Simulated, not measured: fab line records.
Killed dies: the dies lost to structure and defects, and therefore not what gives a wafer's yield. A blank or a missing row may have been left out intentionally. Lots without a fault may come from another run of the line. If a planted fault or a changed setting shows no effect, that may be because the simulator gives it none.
Which tool was responsible?	flow nandHarc	14 lots with 41 wafers sampled at 8 steps, on a route of 1302 steps

WHAT THE GAUGES READ, wafer by wafer
NHARC_A_ONON_D1_THK_MEAS_18: measures by ellipsometry.
lot	measured	on	thkNm (nm)
L884	day 8 15:08	filmMetro-01	991 991 992
L886	day 9 03:38	filmMetro-02	992 994 993
L887	day 9 11:28	filmMetro-02	1004 1005
L888	day 9 22:24	filmMetro-02	1021 1021 1021
L893	day 12 06:13	filmMetro-02	1000 999 1000
L897	day 13 07:38	filmMetro-02	1012 1013 1012
L896	day 13 07:53	filmMetro-01	994 993 993
L898	day 14 14:50	filmMetro-01	1014 1014 1015
L899	day 14 18:10	filmMetro-02	1006 1004 1005
L901	day 15 03:39	filmMetro-01	977 980 975
L902	day 15 14:37	filmMetro-01	998 1000 1001
L903	day 16 09:26	filmMetro-01	1004 1004 1005
L904	day 16 09:35	filmMetro-01	998 998 997
L905	day 17 06:07	filmMetro-01	992 992 991

NHARC_A_CHANNEL_HOLE_D1_CD_MEAS_10: the cd target is 100 nm.
lot	measured	on	cdNm (nm)
L884	day 9 01:01	cdSem-03	100.6 99.8 99.8
L886	day 9 10:37	cdSem-02	99.4 99.8 99.4
L887	day 9 19:46	cdSem-01	88.0 100.1 88.2 100.1
L888	day 10 07:34	cdSem-03	88.7 88.4 100.2 88.6 88.7 100.3
L893	day 12 11:35	cdSem-03	99.5 99.9 100.1
L897	day 13 16:39	cdSem-03	100.7 100.5 100.3
L896	day 13 18:28	cdSem-03	99.6 100.0 100.6
L898	day 14 20:15	cdSem-01	100.4 100.1 100.6
L899	day 15 03:27	cdSem-03	99.9 99.8 100.2
L901	day 15 09:04	cdSem-01	100.5 100.0 100.3
L902	day 15 20:14	cdSem-03	99.8 100.2 99.6
L903	day 16 16:29	cdSem-02	100.4 100.4 99.7
L904	day 16 17:52	cdSem-02	100.0 99.2 99.5
L905	day 17 11:41	cdSem-02	99.9 100.0 100.1

NHARC_A_CHANNEL_HOLE_D1_CD_MEAS_30.
lot	measured	on	cdNm (nm)
L884	day 9 08:50	cdSem-03	89.2 89.8 86.3
L886	day 9 17:31	cdSem-01	90.7 90.2 90.1
L887	day 10 15:22	cdSem-02	76.2 88.8 75.9 88.7
L888	day 10 18:58	cdSem-03	77.8 76.4 87.4 77.9 76.4 87.2
L893	day 12 21:51	cdSem-01	89.5 90.4 88.8
L897	day 13 23:41	cdSem-03	90.9 90.8 89.0
L896	day 14 02:28	cdSem-03	89.4 88.6 89.5
L898	day 15 05:15	cdSem-01	88.5 89.1 88.7
L899	day 15 10:33	cdSem-02	91.6 89.7 92.2
L901	day 15 19:58	cdSem-01	89.5 89.2 89.3
L902	day 16 03:07	cdSem-02	91.1 92.9 92.2
L903	day 17 09:01	cdSem-01	89.9 88.9 88.4
L904	day 17 13:11	cdSem-02	89.6 90.8 89.1
L905	day 18 01:23	cdSem-02	89.5 89.6 88.7

NHARC_END_WLT_00.
lot	measured	on	VT_DECK1_BOTTOM	VT_DECK1_BOTTOM_INNER	VT_DECK1_MEDIAN_NEAR_BOTTOM	VT_DECK1_MEDIAN_NEAR_BOTTOM_INNER	VT_DECK1_MIDDLE	VT_DECK1_MIDDLE_INNER	VT_DECK1_TOP	VT_DECK1_TOP_INNER	VT_DECK2_BOTTOM	VT_DECK2_BOTTOM_INNER	VT_DECK2_MEDIAN_NEAR_BOTTOM	VT_DECK2_MEDIAN_NEAR_BOTTOM_INNER	VT_DECK2_MIDDLE	VT_DECK2_MIDDLE_INNER	VT_DECK2_TOP	VT_DECK2_TOP_INNER
L884	day 24 21:53	prober-02	0.859 0.867 0.857	0.864 0.869 0.857	0.865 0.865 0.857	0.862 0.860 0.859	0.872 0.872 0.873	0.880 0.881 0.879	0.885 0.885 0.890	0.893 0.893 0.896	0.879 0.875 0.869	0.871 0.868 0.868	0.869 0.873 0.864	0.877 0.865 0.874	0.879 0.882 0.879	0.886 0.881 0.879	0.890 0.900 0.893	0.888 0.897 0.890
L886	day 24 23:22	prober-01	0.868 0.871 0.867	0.869 0.864 0.868	0.875 0.868 0.869	0.865 0.872 0.873	0.884 0.879 0.873	0.885 0.882 0.874	0.891 0.890 0.888	0.890 0.896 0.890	0.863 0.864 0.859	0.860 0.859 0.867	0.861 0.866 0.865	0.868 0.867 0.857	0.872 0.883 0.872	0.883 0.877 0.873	0.890 0.891 0.886	0.887 0.889 0.888
L887	day 25 13:58	prober-01	0.819 0.865	0.819 0.863	0.821 0.863	0.815 0.856	0.840 0.876	0.852 0.877	0.859 0.891	0.870 0.893	0.867 0.870	0.864 0.870	0.860 0.864	0.862 0.867	0.872 0.873	0.883 0.872	0.893 0.891	0.887 0.891
L888	day 26 12:44	prober-01	0.829 0.826 0.866	0.837 0.821 0.865	0.837 0.833 0.867	0.824 0.822 0.865	0.840 0.846 0.878	0.856 0.840 0.878	0.869 0.867 0.901	0.862 0.863 0.895	0.871 0.869 0.865	0.865 0.871 0.875	0.875 0.872 0.873	0.875 0.874 0.868	0.882 0.873 0.874	0.890 0.894 0.883	0.899 0.901 0.895	0.896 0.896 0.893
L893	day 28 12:07	prober-01	0.872 0.880 0.882	0.880 0.879 0.882	0.879 0.894 0.868	0.877 0.890 0.876	0.888 0.892 0.889	0.892 0.889 0.892	0.898 0.900 0.904	0.904 0.900 0.905	0.860 0.860 0.858	0.866 0.870 0.865	0.870 0.860 0.867	0.862 0.865 0.866	0.875 0.875 0.877	0.885 0.868 0.866	0.875 0.877 0.889	0.885 0.886 0.882
L897	day 29 18:55	prober-01	0.876 0.870 0.869	0.870 0.871 0.864	0.869 0.867 0.867	0.874 0.869 0.875	0.876 0.886 0.882	0.885 0.883 0.878	0.895 0.893 0.887	0.890 0.891 0.898	0.861 0.860 0.868	0.862 0.867 0.866	0.868 0.864 0.863	0.860 0.867 0.873	0.877 0.882 0.877	0.878 0.876 0.877	0.881 0.890 0.883	0.888 0.887 0.891
L896	day 29 11:07	prober-01	0.874 0.862 0.874	0.869 0.866 0.868	0.869 0.872 0.868	0.871 0.864 0.873	0.881 0.878 0.888	0.878 0.883 0.887	0.895 0.901 0.904	0.904 0.894 0.905	0.879 0.874 0.880	0.870 0.871 0.888	0.873 0.876 0.879	0.876 0.882 0.884	0.884 0.892 0.888	0.895 0.887 0.890	0.905 0.906 0.902	0.907 0.897 0.898
L898	day 30 15:44	prober-02	0.870 0.871 0.868	0.866 0.878 0.868	0.869 0.873 0.871	0.876 0.880 0.866	0.886 0.884 0.881	0.884 0.886 0.891	0.901 0.897 0.889	0.901 0.905 0.899	0.868 0.867 0.875	0.874 0.863 0.873	0.872 0.865 0.877	0.869 0.864 0.868	0.890 0.882 0.884	0.880 0.886 0.873	0.898 0.908 0.891	0.902 0.901 0.899
L899	day 30 15:16	prober-01	0.876 0.876 0.889	0.880 0.881 0.881	0.884 0.885 0.882	0.885 0.878 0.886	0.885 0.888 0.886	0.885 0.886 0.886	0.897 0.902 0.893	0.903 0.905 0.898	0.878 0.868 0.855	0.868 0.870 0.853	0.875 0.860 0.859	0.862 0.863 0.860	0.886 0.882 0.879	0.876 0.879 0.882	0.896 0.893 0.888	0.894 0.890 0.891
L901	day 31 13:01	prober-02	0.878 0.883 0.881	0.873 0.877 0.879	0.888 0.871 0.874	0.874 0.871 0.880	0.890 0.888 0.892	0.894 0.892 0.892	0.902 0.898 0.901	0.898 0.909 0.903	0.877 0.868 0.881	0.867 0.879 0.876	0.885 0.879 0.885	0.876 0.887 0.885	0.891 0.890 0.880	0.883 0.891 0.892	0.899 0.894 0.895	0.890 0.894 0.895
L902	day 32 06:05	prober-01	0.873 0.878 0.870	0.865 0.875 0.873	0.873 0.873 0.874	0.874 0.880 0.875	0.894 0.884 0.891	0.888 0.884 0.883	0.901 0.899 0.902	0.908 0.900 0.900	0.855 0.867 0.863	0.847 0.867 0.861	0.852 0.862 0.860	0.858 0.857 0.856	0.875 0.869 0.864	0.873 0.878 0.879	0.884 0.880 0.878	0.886 0.873 0.881
L903	day 33 08:31	prober-01	0.876 0.872 0.870	0.862 0.871 0.868	0.874 0.872 0.867	0.874 0.867 0.872	0.885 0.888 0.885	0.884 0.892 0.889	0.894 0.900 0.906	0.898 0.896 0.895	0.883 0.889 0.874	0.882 0.883 0.881	0.880 0.890 0.878	0.892 0.890 0.877	0.893 0.886 0.897	0.896 0.904 0.893	0.910 0.911 0.919	0.902 0.914 0.911
L904	day 33 00:16	prober-02	0.870 0.868 0.867	0.865 0.875 0.874	0.871 0.873 0.862	0.876 0.869 0.865	0.885 0.889 0.883	0.873 0.884 0.875	0.903 0.896 0.899	0.897 0.900 0.890	0.868 0.865 0.880	0.867 0.868 0.877	0.873 0.870 0.879	0.866 0.872 0.878	0.885 0.884 0.886	0.891 0.880 0.889	0.892 0.893 0.892	0.901 0.898 0.892
L905	day 33 15:49	prober-02	0.860 0.865 0.874	0.864 0.873 0.874	0.863 0.870 0.863	0.872 0.871 0.869	0.877 0.890 0.877	0.886 0.879 0.881	0.895 0.893 0.895	0.898 0.896 0.900	0.867 0.870 0.863	0.867 0.861 0.867	0.869 0.865 0.865	0.865 0.863 0.871	0.870 0.877 0.875	0.871 0.869 0.883	0.875 0.891 0.883	0.882 0.895 0.883

EACH LOT AND THE TOOL THAT RAN IT (in order: tool; ch and the chambers of the sampled wafers; start)
lot	NHARC_A_CHANNEL_HOLE_D1_PEB_08	NHARC_A_CHANNEL_HOLE_D1_ETCH_38	NHARC_A_CHANNEL_HOLE_D1_ETCH_23	NHARC_A_CHANNEL_HOLE_D1_XSEM_31
L884	lithoTrack-01 ch 0, day 9 00:56	rieDiel-10 ch 0,1,2, day 9 01:18	harEtch-02 ch 0,1, day 9 04:45	xsem-01 ch 0, day 9 08:55
L886	lithoTrack-06 ch 0, day 9 10:32	rieDiel-10 ch 0,1,3, day 9 10:53	harEtch-02 ch 0,1, day 9 13:46	xsem-02 ch 0, day 9 17:36
L887	lithoTrack-01 ch 0, day 9 19:41	rieDiel-10 ch 0,2, day 9 22:01	harEtch-02 ch 0,1, day 10 09:44	xsem-01 ch 0, day 10 16:26
L888	lithoTrack-01 ch 0, day 10 07:29	rieDiel-10 ch 0,1,3, day 10 09:35	harEtch-02 ch 0,1, day 10 14:28	xsem-01 ch 0, day 10 21:30
L893	lithoTrack-06 ch 0, day 12 11:31	rieDiel-11 ch 0,1,2, day 12 11:54	harEtch-02 ch 0,1, day 12 17:52	xsem-01 ch 0, day 12 21:56
L897	lithoTrack-01 ch 0, day 13 16:34	rieDiel-11 ch 1,2, day 13 16:56	harEtch-01 ch 0,1, day 13 19:36	xsem-02 ch 0, day 13 23:46
L896	lithoTrack-01 ch 0, day 13 18:23	rieDiel-10 ch 0,2, day 13 18:44	harEtch-02 ch 0,1, day 13 22:16	xsem-01 ch 0, day 14 02:34
L898	lithoTrack-04 ch 0, day 14 20:10	rieDiel-10 ch 1,2, day 14 20:31	harEtch-01 ch 0,1, day 15 01:31	xsem-01 ch 0, day 15 05:20
L899	lithoTrack-06 ch 0, day 15 03:22	rieDiel-10 ch 0,1, day 15 03:44	harEtch-01 ch 0,1, day 15 06:30	xsem-01 ch 0, day 15 10:38
L901	lithoTrack-01 ch 0, day 15 08:59	rieDiel-10 ch 0,1,3, day 15 09:20	harEtch-02 ch 0,1, day 15 11:52	xsem-01 ch 0, day 15 20:03
L902	lithoTrack-01 ch 0, day 15 20:09	rieDiel-10 ch 0,1,2, day 15 20:31	harEtch-02 ch 0,1, day 15 23:02	xsem-01 ch 0, day 16 03:13
L903	lithoTrack-06 ch 0, day 16 16:25	rieDiel-10 ch 0,1,3, day 16 16:46	harEtch-01 ch 0,1, day 17 04:55	xsem-02 ch 0, day 17 09:07
L904	lithoTrack-06 ch 0, day 16 17:46	rieDiel-03 ch 1,2,3, day 16 18:07	harEtch-01 ch 1, day 17 09:13	xsem-01 ch 0, day 17 13:16
L905	lithoTrack-06 ch 0, day 17 11:35	rieDiel-03 ch 1,3, day 17 11:57	harEtch-01 ch 0, day 17 21:24	xsem-02 ch 0, day 18 01:28
- NHARC_A_CHANNEL_HOLE_D1_PEB_08: peb time 65 s.
- NHARC_A_CHANNEL_HOLE_D1_ETCH_38: etches the open film in CF4, target depth 39 nm, time 65 s.
- NHARC_A_CHANNEL_HOLE_D1_ETCH_23: etches the open film in C4F8/O2/Ar, time 819 s, target depth 1600 nm.
- NHARC_A_CHANNEL_HOLE_D1_XSEM_31

WHAT THE TOOLS THEMSELVES READ (means of the sampled wafers that have a number; where no wafer has one, the mark that the record gives instead)
NHARC_A_CHANNEL_HOLE_D1_PEB_08.
lot	tool	heaterPowerTotalW (W)
L884	lithoTrack-01	156.1
L886	lithoTrack-06	156.3
L887	lithoTrack-01	174.8
L888	lithoTrack-01	180.7
L893	lithoTrack-06	156.5
L897	lithoTrack-01	156.7
L896	lithoTrack-01	156.7
L898	lithoTrack-04	156.7
L899	lithoTrack-06	156.4
L901	lithoTrack-01	156.4
L902	lithoTrack-01	156.4
L903	lithoTrack-06	156.9
L904	lithoTrack-06	156.8
L905	lithoTrack-06	156.8

NHARC_A_CHANNEL_HOLE_D1_ETCH_38.
lot	tool	chamberPressureMTorr (mTorr)	drypumpMotorCurrentA (A)	mfcArSccm (sccm)	oesProductAu (a.u.)	rfVppV (V)	showerheadPlenumPTorr (Torr)	throttleValvePct (%)
L884	rieDiel-10	49.99	5.5	0.022	1.000	150.9	1.78	13.284
L886	rieDiel-10	50.04	5.7	0.010	1.007	150.6	1.73	13.284
L887	rieDiel-10	50.03	5.7	0.022	0.997	151.7	1.80	13.286
L888	rieDiel-10	50.07	5.7	0.010	0.998	151.1	1.73	13.279
L893	rieDiel-11	49.97	5.7	0.015	0.996	150.5	1.71	13.280
L897	rieDiel-11	50.02	5.5	0.016	0.998	150.2	1.68	13.277
L896	rieDiel-10	50.01	5.7	0.018	0.985	150.5	1.77	13.282
L898	rieDiel-10	49.96	5.2	0.032	0.989	150.6	1.82	13.288
L899	rieDiel-10	49.96	5.7	0.012	0.988	150.9	1.73	13.282
L901	rieDiel-10	50.02	5.7	0.010	0.991	151.0	1.73	13.282
L902	rieDiel-10	50.01	5.5	0.022	0.985	150.7	1.77	13.278
L903	rieDiel-10	49.97	5.7	0.010	1.004	151.7	1.72	13.289
L904	rieDiel-03	50.03	5.5	0.005	0.987	150.8	1.72	13.290
L905	rieDiel-03	50.02	5.6	0.005	0.982	150.0	1.67	13.287

NHARC_A_CHANNEL_HOLE_D1_ETCH_23.
lot	tool	chamberPressureMTorr (mTorr)	drypumpMotorCurrentA (A)	mfcArSccm (sccm)	showerheadPlenumPTorr (Torr)	throttleValvePct (%)
L884	harEtch-02	20.002	5.49	376.6	3.76	32.155
L886	harEtch-02	19.990	5.50	374.4	3.76	32.146
L887	harEtch-02	19.993	5.58	376.2	3.76	32.150
L888	harEtch-02	19.983	5.51	376.2	3.75	32.154
L893	harEtch-02	20.001	5.65	375.2	3.74	32.158
L897	harEtch-01	19.981	5.80	374.5	3.63	32.153
L896	harEtch-02	19.996	5.64	375.3	3.72	32.147
L898	harEtch-01	20.007	5.87	375.8	3.58	32.143
L899	harEtch-01	19.996	5.79	373.9	3.62	32.153
L901	harEtch-02	19.986	5.52	375.7	3.72	32.163
L902	harEtch-02	20.005	5.65	375.5	3.71	32.153
L903	harEtch-01	19.994	5.76	374.1	3.61	32.157
L904	harEtch-01	20.019	5.66	374.9	3.67	32.156
L905	harEtch-01	19.992	5.97	374.2	3.49	32.148

NHARC_A_CHANNEL_HOLE_D1_XSEM_31.
lot	tool	botCdNm (nm)	bowNm (nm)	tiltDeg (degrees)
L884	xsem-01	71.9	8.81	0.09
L886	xsem-02	74.8	8.75	0.08
L887	xsem-01	67.5	8.38	0.04
L888	xsem-01	64.9	8.97	0.01
L893	xsem-01	74.2	8.99	0.07
L897	xsem-02	74.4	8.77	0.01
L896	xsem-01	72.7	8.62	0.15
L898	xsem-01	74.0	8.96	0.06
L899	xsem-01	75.9	8.53	0.06
L901	xsem-01	73.6	8.82	0.01
L902	xsem-01	75.3	8.95	0.07
L903	xsem-02	73.8	8.65	0.12
L904	xsem-01	74.9	8.92	0.01
L905	xsem-02	73.8	8.62	0.09

THE ANSWER, worked out from the rows above alone
Rule: usual is defined by the lots themselves. Put in order of their means at a reading, lots are off if they are a third of the lots or fewer, leave a main group of 4 or more, and stand apart from it by a gap of 3 or more times the standard deviation of the main group's means; of several such gaps the widest counts. A main group is skipped when, at the precision printed for the reading in the tables above, its means are all equal. Also off: a lot with no number at a reading for which 4 or more lots have one. The other lots that the step has rows for count as sound. Order of review: gauges by route order, followed by the tools' own readings, for which a lot's mean as printed above is used. At the first step where some lot is off, the reading lying furthest off is the one used; lots without a number count as furthest.
Off at NHARC_A_CHANNEL_HOLE_D1_CD_MEAS_10 (cdNm): L887, L888. The main group has a mean of 100.0 nm with a standard deviation of 0.28.
If a tool, at a process step before that reading, ran all the lots that are off and no sound lot after the first of them, it fits. The gauges at NHARC_A_CHANNEL_HOLE_D1_CD_MEAS_10 aren't tried: what is off there is off at NHARC_END_WLT_00 too, on other tools, and a gauge's error can't cause that. Of those tried, none fits.

WHAT HAD BEEN PUT IN BY THE SIMULATOR
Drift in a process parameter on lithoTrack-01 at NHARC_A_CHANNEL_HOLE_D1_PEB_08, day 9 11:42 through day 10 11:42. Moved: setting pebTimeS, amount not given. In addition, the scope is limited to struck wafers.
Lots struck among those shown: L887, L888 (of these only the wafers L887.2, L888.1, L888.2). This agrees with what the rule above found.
